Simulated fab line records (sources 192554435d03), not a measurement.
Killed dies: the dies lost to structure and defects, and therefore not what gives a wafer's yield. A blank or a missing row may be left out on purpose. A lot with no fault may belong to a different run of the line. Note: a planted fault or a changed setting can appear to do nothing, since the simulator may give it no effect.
Split-lot study :: flow n5Finfet :: 39 wafers read from 7 lots, route of 1938 steps

## ABOUT THE SPLIT
At N5_SD_EPI_N_EPI_21 (deposits Si:P, time 690 s), the setting epiGrowthTimeS was moved away from the recipe's 690 s on 6 of the 39 wafers read, by -30.8% to +34.3%. For the rest of the wafers, this setting stayed at what the recipe calls for.

## FROM THE SPLIT TO THE READING: what the file shows between them, 6 steps
- N5_SD_EPI_N_EPI_MEAS_23
- N5_SD_EPI_N_PRECLEAN_24: cleans in O3/DIW, time 60 s
- N5_SD_EPI_N_SRD_25: time 30 s
- N5_SD_EPI_N_PRECLEAN_49: cleans in NF3:NH3, afs cycles 1, time 20 s, sublimation time 60 s
- N5_SD_ACTIVATION_RTA_00: time 0 s
- N5_SD_ACTIVATION_LSA_01: time 0.0008 s

## THE READING
RS_SD_N in ohm/sq, measured at N5_SD_ACTIVATION_RS_MEAS_03 by four-point-probe. A value of 21.9 ohm/sq with a standard deviation of 0.3 ohm/sq is what fault-free wafers of this fab line usually give.

wafer: L074.1
tool, chamber at the split: epiRpcvd-01, 0
epiGrowthTimeS as run, s: 926.8
against the recipe: +34.3%
RS_SD_N, ohm/sq: 18.0
against lot-mates on the recipe: -4.2

wafer: L074.2
tool, chamber at the split: epiRpcvd-01, 0
epiGrowthTimeS as run, s: 690
against the recipe: recipe
RS_SD_N, ohm/sq: 22.3
against lot-mates on the recipe: -

wafer: L074.3
tool, chamber at the split: epiRpcvd-01, 0
epiGrowthTimeS as run, s: 926.8
against the recipe: +34.3%
RS_SD_N, ohm/sq: 17.8
against lot-mates on the recipe: -4.4

wafer: L074.4
tool, chamber at the split: epiRpcvd-01, 0
epiGrowthTimeS as run, s: 690
against the recipe: recipe
RS_SD_N, ohm/sq: 22.1
against lot-mates on the recipe: -

wafer: L074.5
tool, chamber at the split: epiRpcvd-01, 0
epiGrowthTimeS as run, s: 690
against the recipe: recipe
RS_SD_N, ohm/sq: 22.2
against lot-mates on the recipe: -

wafer: L074.6
tool, chamber at the split: epiRpcvd-01, 0
epiGrowthTimeS as run, s: 926.8
against the recipe: +34.3%
RS_SD_N, ohm/sq: 18.0
against lot-mates on the recipe: -4.2

wafer: L075.1
tool, chamber at the split: epiRpcvd-01, 0
epiGrowthTimeS as run, s: 690
against the recipe: recipe
RS_SD_N, ohm/sq: 22.2
against lot-mates on the recipe: -

wafer: L075.2
tool, chamber at the split: epiRpcvd-01, 0
epiGrowthTimeS as run, s: 690
against the recipe: recipe
RS_SD_N, ohm/sq: 21.7
against lot-mates on the recipe: -

wafer: L075.3
tool, chamber at the split: epiRpcvd-01, 0
epiGrowthTimeS as run, s: 690
against the recipe: recipe
RS_SD_N, ohm/sq: 22.2
against lot-mates on the recipe: -

wafer: L075.4
tool, chamber at the split: epiRpcvd-01, 0
epiGrowthTimeS as run, s: 690
against the recipe: recipe
RS_SD_N, ohm/sq: 22.2
against lot-mates on the recipe: -

wafer: L075.5
tool, chamber at the split: epiRpcvd-01, 0
epiGrowthTimeS as run, s: 690
against the recipe: recipe
RS_SD_N, ohm/sq: 21.8
against lot-mates on the recipe: -

wafer: L075.6
tool, chamber at the split: epiRpcvd-01, 0
epiGrowthTimeS as run, s: 690
against the recipe: recipe
RS_SD_N, ohm/sq: 21.9
against lot-mates on the recipe: -

wafer: L081.3
tool, chamber at the split: epiRpcvd-02, 0
epiGrowthTimeS as run, s: 690
against the recipe: recipe
RS_SD_N, ohm/sq: 22.1
against lot-mates on the recipe: -

wafer: L081.4
tool, chamber at the split: epiRpcvd-02, 0
epiGrowthTimeS as run, s: 690
against the recipe: recipe
RS_SD_N, ohm/sq: 21.9
against lot-mates on the recipe: -

wafer: L081.5
tool, chamber at the split: epiRpcvd-02, 0
epiGrowthTimeS as run, s: 690
against the recipe: recipe
RS_SD_N, ohm/sq: 21.9
against lot-mates on the recipe: -

wafer: L080.1
tool, chamber at the split: epiRpcvd-01, 0
epiGrowthTimeS as run, s: 690
against the recipe: recipe
RS_SD_N, ohm/sq: 22.0
against lot-mates on the recipe: -

wafer: L080.2
tool, chamber at the split: epiRpcvd-01, 0
epiGrowthTimeS as run, s: 477.3
against the recipe: -30.8%
RS_SD_N, ohm/sq: 29.3
against lot-mates on the recipe: +7.4

wafer: L080.3
tool, chamber at the split: epiRpcvd-01, 0
epiGrowthTimeS as run, s: 477.3
against the recipe: -30.8%
RS_SD_N, ohm/sq: 29.0
against lot-mates on the recipe: +7.1

wafer: L080.4
tool, chamber at the split: epiRpcvd-01, 0
epiGrowthTimeS as run, s: 690
against the recipe: recipe
RS_SD_N, ohm/sq: 21.8
against lot-mates on the recipe: -

wafer: L080.5
tool, chamber at the split: epiRpcvd-01, 0
epiGrowthTimeS as run, s: 690
against the recipe: recipe
RS_SD_N, ohm/sq: 21.8
against lot-mates on the recipe: -

wafer: L080.6
tool, chamber at the split: epiRpcvd-01, 0
epiGrowthTimeS as run, s: 477.3
against the recipe: -30.8%
RS_SD_N, ohm/sq: 28.7
against lot-mates on the recipe: +6.8

wafer: L082.1
tool, chamber at the split: epiRpcvd-04, 0
epiGrowthTimeS as run, s: 690
against the recipe: recipe
RS_SD_N, ohm/sq: 22.1
against lot-mates on the recipe: -

wafer: L082.2
tool, chamber at the split: epiRpcvd-04, 0
epiGrowthTimeS as run, s: 690
against the recipe: recipe
RS_SD_N, ohm/sq: 21.8
against lot-mates on the recipe: -

wafer: L082.3
tool, chamber at the split: epiRpcvd-04, 0
epiGrowthTimeS as run, s: 690
against the recipe: recipe
RS_SD_N, ohm/sq: 21.8
against lot-mates on the recipe: -

wafer: L082.4
tool, chamber at the split: epiRpcvd-04, 0
epiGrowthTimeS as run, s: 690
against the recipe: recipe
RS_SD_N, ohm/sq: 21.9
against lot-mates on the recipe: -

wafer: L082.5
tool, chamber at the split: epiRpcvd-04, 0
epiGrowthTimeS as run, s: 690
against the recipe: recipe
RS_SD_N, ohm/sq: 21.7
against lot-mates on the recipe: -

wafer: L082.6
tool, chamber at the split: epiRpcvd-04, 0
epiGrowthTimeS as run, s: 690
against the recipe: recipe
RS_SD_N, ohm/sq: 21.7
against lot-mates on the recipe: -

wafer: L093.1
tool, chamber at the split: epiRpcvd-04, 0
epiGrowthTimeS as run, s: 690
against the recipe: recipe
RS_SD_N, ohm/sq: 21.8
against lot-mates on the recipe: -

wafer: L093.2
tool, chamber at the split: epiRpcvd-04, 0
epiGrowthTimeS as run, s: 690
against the recipe: recipe
RS_SD_N, ohm/sq: 22.2
against lot-mates on the recipe: -

wafer: L093.3
tool, chamber at the split: epiRpcvd-04, 0
epiGrowthTimeS as run, s: 690
against the recipe: recipe
RS_SD_N, ohm/sq: 21.8
against lot-mates on the recipe: -

wafer: L093.4
tool, chamber at the split: epiRpcvd-04, 0
epiGrowthTimeS as run, s: 690
against the recipe: recipe
RS_SD_N, ohm/sq: 21.7
against lot-mates on the recipe: -

wafer: L093.5
tool, chamber at the split: epiRpcvd-04, 0
epiGrowthTimeS as run, s: 690
against the recipe: recipe
RS_SD_N, ohm/sq: 21.6
against lot-mates on the recipe: -

wafer: L093.6
tool, chamber at the split: epiRpcvd-04, 0
epiGrowthTimeS as run, s: 690
against the recipe: recipe
RS_SD_N, ohm/sq: 21.6
against lot-mates on the recipe: -

wafer: L095.1
tool, chamber at the split: epiRpcvd-04, 0
epiGrowthTimeS as run, s: 690
against the recipe: recipe
RS_SD_N, ohm/sq: 21.9
against lot-mates on the recipe: -

wafer: L095.2
tool, chamber at the split: epiRpcvd-04, 0
epiGrowthTimeS as run, s: 690
against the recipe: recipe
RS_SD_N, ohm/sq: 21.6
against lot-mates on the recipe: -

wafer: L095.3
tool, chamber at the split: epiRpcvd-04, 0
epiGrowthTimeS as run, s: 690
against the recipe: recipe
RS_SD_N, ohm/sq: 21.9
against lot-mates on the recipe: -

wafer: L095.4
tool, chamber at the split: epiRpcvd-04, 0
epiGrowthTimeS as run, s: 690
against the recipe: recipe
RS_SD_N, ohm/sq: 22.2
against lot-mates on the recipe: -

wafer: L095.5
tool, chamber at the split: epiRpcvd-04, 0
epiGrowthTimeS as run, s: 690
against the recipe: recipe
RS_SD_N, ohm/sq: 21.9
against lot-mates on the recipe: -

wafer: L095.6
tool, chamber at the split: epiRpcvd-04, 0
epiGrowthTimeS as run, s: 690
against the recipe: recipe
RS_SD_N, ohm/sq: 21.9
against lot-mates on the recipe: -

THE FIT
A straight line over all 39 wafers: RS_SD_N changes by -0.167 ohm/sq for each +1% of epiGrowthTimeS; r = -0.95; the points scatter about the line by 0.71 ohm/sq.
The same after taking each lot's own level away (the mean of its wafers on the recipe; 39 wafers): -0.173 ohm/sq for each +1%; r = -0.96; scatter 0.67 ohm/sq.
According to that fit, moving epiGrowthTimeS by its largest amount changes the reading by 5.9 ohm/sq.
The span of the lots' own levels, 21.78 to 22.20 ohm/sq, comes to 1.4 times the standard deviation stated above.
Hence the lot-to-lot level has little effect on the slope; both slopes agree.
Check: -6.04 ohm/sq against its lot-mates is what the line predicts for one of the wafers moved furthest among these (+34.3%) when that wafer is left out of the fit. It came out at -4.2 ohm/sq against them.

## OTHER SPLITS APPLIED TO THESE WAFERS
Before the reading, these wafers also passed through other splits. Each is held against what the fit with the lots' levels taken away leaves over:
other split on the same wafers: N5_FIN_SAQP_ETCH_69 targetDepthA
wafers away from the commonest value: 12
r with RS_SD_N (lot level and that fit taken away): -0.27

## THE WHOLE CHAIN: every reading that the file lists as answering this split, in the file's order
step: N5_SD_EPI_N_EPI_21
what it does: deposits Si:P, time 690 s
reading: Si-P_of_SD_EPI_N_EPI_21.thkNm (the simulator's own value, which no gauge read)
change (the file's fit): +0.437 nm for each +1% of the setting
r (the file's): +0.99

step: N5_SD_EPI_N_EPI_MEAS_23
what it does: 
reading: thkNm
change (the file's fit): withheld for each +1% of the setting
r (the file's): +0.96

step: N5_SD_EPI_N_PRECLEAN_24
what it does: cleans in O3/DIW, time 60 s
reading: Si-P_of_SD_EPI_N_EPI_21.thkNm (the simulator's own value, which no gauge read)
change (the file's fit): +0.433 nm for each +1% of the setting
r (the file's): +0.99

step: N5_SD_ACTIVATION_RS_MEAS_03
what it does: measures by four-point-probe
reading: RS_SD_N
change (the file's fit): -0.172 for each +1% of the setting
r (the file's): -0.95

## THE FILE'S OWN FIT
RS_SD_N changes by -0.172 ohm/sq for each +1% of epiGrowthTimeS, r = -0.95.
